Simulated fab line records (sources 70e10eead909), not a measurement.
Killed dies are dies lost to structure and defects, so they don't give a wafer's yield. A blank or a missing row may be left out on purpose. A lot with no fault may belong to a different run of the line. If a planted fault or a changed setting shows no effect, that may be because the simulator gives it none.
The tool behind it: which one?	flow nand-harc	13 lots with 38 wafers sampled at 5 steps, on a route of 1159 steps

## WHAT THE GAUGES SHOWED, per wafer
NHARC_END_SORT_01. Usual: killed-at-array 28, standard deviation 11; killed-at-other 0.9, standard deviation 1.2; killed-at-periphery 2.6, standard deviation 2.1; killed-dies 31, standard deviation 11; killed-open 3.1, standard deviation 1.7; killed-short 1.9, standard deviation 1.3.
lot	measured	on	killed-at-array	killed-at-other	killed-at-periphery	killed-dies	killed-open	killed-short	flag
L145	day 24 22:54	prober-01	36 30 35	1 0 0	2 0 3	39 30 38	2 0 4	1 2 1	

## WHAT TOOL EACH LOT RAN ON (gives the tool, then ch and the chambers of the sampled wafers, and finally the start)
lot	NHARC_A_CONTACT_DESCUM_47	NHARC_A_CONTACT_ETCH_50	NHARC_A_CONTACT_ETCH_114	NHARC_A_CONTACT_ETCH_116
L135	rie-diel-04 ch 0,3, day 18 00:17	rie-diel-04 ch 0,1,2, day 18 00:48	har-cap-etch-01 ch 1, day 18 01:55	har-cap-etch-01 ch 1, day 18 02:06
L136	rie-diel-11 ch 1,2,3, day 18 04:44	rie-diel-11 ch 1,2,3, day 18 05:22	har-cap-etch-02 ch 0,1, day 18 06:30	har-cap-etch-02 ch 0,1, day 18 06:41
L137	rie-diel-04 ch 1,2,3, day 18 11:12	rie-diel-04 ch 0,3, day 18 11:43	har-cap-etch-03 ch 0,1, day 18 12:51	har-cap-etch-03 ch 0,1, day 18 13:02
L139	rie-diel-04 ch 1,2, day 18 16:19	rie-diel-04 ch 0,1, day 18 16:50	har-cap-etch-01 ch 0,1, day 18 18:22	har-cap-etch-01 ch 0,1, day 18 18:40
L138	rie-diel-11 ch 0,2, day 18 22:10	rie-diel-11 ch 1,2,3, day 18 22:42	har-cap-etch-01 ch 0,1, day 18 23:49	har-cap-etch-01 ch 0,1, day 18 23:59
L142	rie-diel-11 ch 1,2,3, day 20 14:02	rie-diel-11 ch 0,1,3, day 20 14:34	har-cap-etch-01 ch 0,1, day 20 15:41	har-cap-etch-01 ch 0,1, day 20 15:52
L145	rie-diel-04 ch 0,2,3, day 20 23:47	rie-diel-04 ch 0,2,3, day 21 00:29	har-cap-etch-02 ch 0,1, day 21 01:46	har-cap-etch-02 ch 0,1, day 21 01:56
L147	rie-diel-11 ch 3, day 21 22:49	rie-diel-11 ch 0,1, day 21 23:43	har-cap-etch-02 ch 0,1, day 22 00:51	har-cap-etch-02 ch 0,1, day 22 01:02
L152	rie-diel-11 ch 1,2,3, day 22 08:23	rie-diel-11 ch 2,3, day 22 08:56	har-cap-etch-03 ch 0,1, day 22 10:05	har-cap-etch-03 ch 0,1, day 22 10:16
L154	rie-diel-04 ch 0,1,3, day 23 05:10	rie-diel-04 ch 0,1, day 23 05:41	har-cap-etch-02 ch 0,1, day 23 06:48	har-cap-etch-02 ch 0,1, day 23 06:59
L157	rie-diel-04 ch 0,1,3, day 23 13:47	rie-diel-04 ch 1,2,3, day 23 14:22	har-cap-etch-02 ch 0,1, day 23 15:31	har-cap-etch-02 ch 0,1, day 23 15:41
L156	rie-diel-13 ch 1,2,3, day 23 15:02	rie-diel-13 ch 0,1, day 23 15:32	har-cap-etch-01 ch 0,1, day 23 16:39	har-cap-etch-01 ch 0,1, day 23 16:50
L155	rie-diel-13 ch 1,2,3, day 24 00:11	rie-diel-13 ch 0,2,3, day 24 00:51	har-cap-etch-02 ch 0,1, day 24 02:09	har-cap-etch-02 ch 0,1, day 24 02:20
- NHARC_A_CONTACT_DESCUM_47: chemistry O2, time 3 s.
- NHARC_A_CONTACT_ETCH_50: etches the open film in CF4/CHF3, target depth 84.7 nm, time 42.4 s.
- NHARC_A_CONTACT_ETCH_114: etches the open film in C4F8/O2/Ar, time 94 s, target depth 922 nm.
- NHARC_A_CONTACT_ETCH_116: etches the open film in C4F8/O2/Ar, time 94 s, target depth 922 nm.

## AS READ BY THE TOOLS THEMSELVES (means over the sampled wafers that have a number; for cases with no such wafer, the mark the record gives instead)
NHARC_A_CONTACT_DESCUM_47. Usual: drypump-motor-current-A 5.6 A, standard deviation 0.3; oes-product-au 1.001 a.u., standard deviation 0.0075; rf-vpp-V 57.6 V, standard deviation 0.91; showerhead-plenum-p-Torr 1.86 Torr, standard deviation 0.058; throttle-valve-pct 11.311 %, standard deviation 0.0096.
lot	tool	drypump-motor-current-A (A)	oes-product-au (a.u.)	rf-vpp-V (V)	showerhead-plenum-p-Torr (Torr)	throttle-valve-pct (%)	flag
L135	rie-diel-04	5.2	0.995	57.3	1.88	11.315	
L136	rie-diel-11	5.7	1.011	58.7	1.88	11.313	
L137	rie-diel-04	5.5	0.997	56.8	1.90	11.313	
L139	rie-diel-04	5.7	1.005	58.7	1.89	11.305	
L138	rie-diel-11	5.7	1.011	57.6	1.83	11.303	
L142	rie-diel-11	5.7	1.008	58.2	1.88	11.318	
L145	rie-diel-04	5.4	0.992	58.1	1.86	11.310	
L147	rie-diel-11	5.8	1.007	57.8	1.85	11.308	
L152	rie-diel-11	5.7	1.000	56.7	1.87	11.307	
L154	rie-diel-04	5.5	0.993	57.9	1.86	11.320	
L157	rie-diel-04	5.5	0.995	57.6	1.86	11.307	
L156	rie-diel-13	5.9	1.001	57.3	1.89	11.311	
L155	rie-diel-13	5.8	1.006	57.9	1.88	11.329	

NHARC_A_CONTACT_ETCH_50. Usual: drypump-motor-current-A 5.58 A, standard deviation 0.3; oes-product-au 0.955 a.u., standard deviation 0.019; rf-vpp-V 369.1 V, standard deviation 1.8; run-length-s 63.7 s, standard deviation 0.47; showerhead-plenum-p-Torr 1.53 Torr, standard deviation 0.045; throttle-valve-pct 16.802 %, standard deviation 0.009.
lot	tool	drypump-motor-current-A (A)	oes-product-au (a.u.)	rf-vpp-V (V)	run-length-s (s)	showerhead-plenum-p-Torr (Torr)	throttle-valve-pct (%)	flag
L135	rie-diel-04	5.67	0.983	369.9	64.0	1.53	16.802	
L136	rie-diel-11	5.72	0.962	369.2	63.9	1.55	16.802	
L137	rie-diel-04	5.36	0.967	367.9	63.3	1.51	16.803	
L139	rie-diel-04	5.67	0.975	368.8	63.6	1.51	16.795	
L138	rie-diel-11	5.73	0.969	369.4	63.8	1.55	16.794	
L142	rie-diel-11	5.64	0.983	369.2	63.8	1.53	16.806	
L145	rie-diel-04	5.38	0.941	369.3	63.6	1.54	16.800	
L147	rie-diel-11	5.60	0.958	368.1	57.5	1.52	16.817	OFF
L152	rie-diel-11	5.75	0.923	368.0	61.3	1.52	16.795	OFF
L154	rie-diel-04	5.66	0.972	368.1	63.5	1.50	16.805	
L157	rie-diel-04	5.48	0.974	370.3	63.7	1.56	16.805	
L156	rie-diel-13	5.38	0.971	369.7	63.5	1.54	16.793	
L155	rie-diel-13	5.88	0.924	371.2	63.7	1.57	16.802	

## THE ANSWER, worked out from the rows above alone
Rule: lot off if the mean of its wafers having a number is beyond 3 standard deviations from the usual mean. A lot without any number at a reading at which 4 lots or more have one is off too. Any other lot the step has rows for is counted as sound. Order of review: gauges by route order, followed by the tools' own readings, for which a lot's mean as printed above is used. The first step at which some lot is off is used, and at that step the reading that is off furthest; a lot without a number counts as furthest.
Off: L147, L152 (NHARC_A_CONTACT_ETCH_50, run-length-s).
A tool fits if, at that step or a process step before it, it ran every lot that is off, and no sound lot after the first of them. One fits: rie-diel-11 at NHARC_A_CONTACT_DESCUM_47 and NHARC_A_CONTACT_ETCH_50. At NHARC_A_CONTACT_DESCUM_47 its last sound lot is L142 (day 20 14:02), its first lot that is off L147 (day 21 22:49): a fault that began between those two fits.

## WHAT HAD BEEN PUT IN BY THE SIMULATOR
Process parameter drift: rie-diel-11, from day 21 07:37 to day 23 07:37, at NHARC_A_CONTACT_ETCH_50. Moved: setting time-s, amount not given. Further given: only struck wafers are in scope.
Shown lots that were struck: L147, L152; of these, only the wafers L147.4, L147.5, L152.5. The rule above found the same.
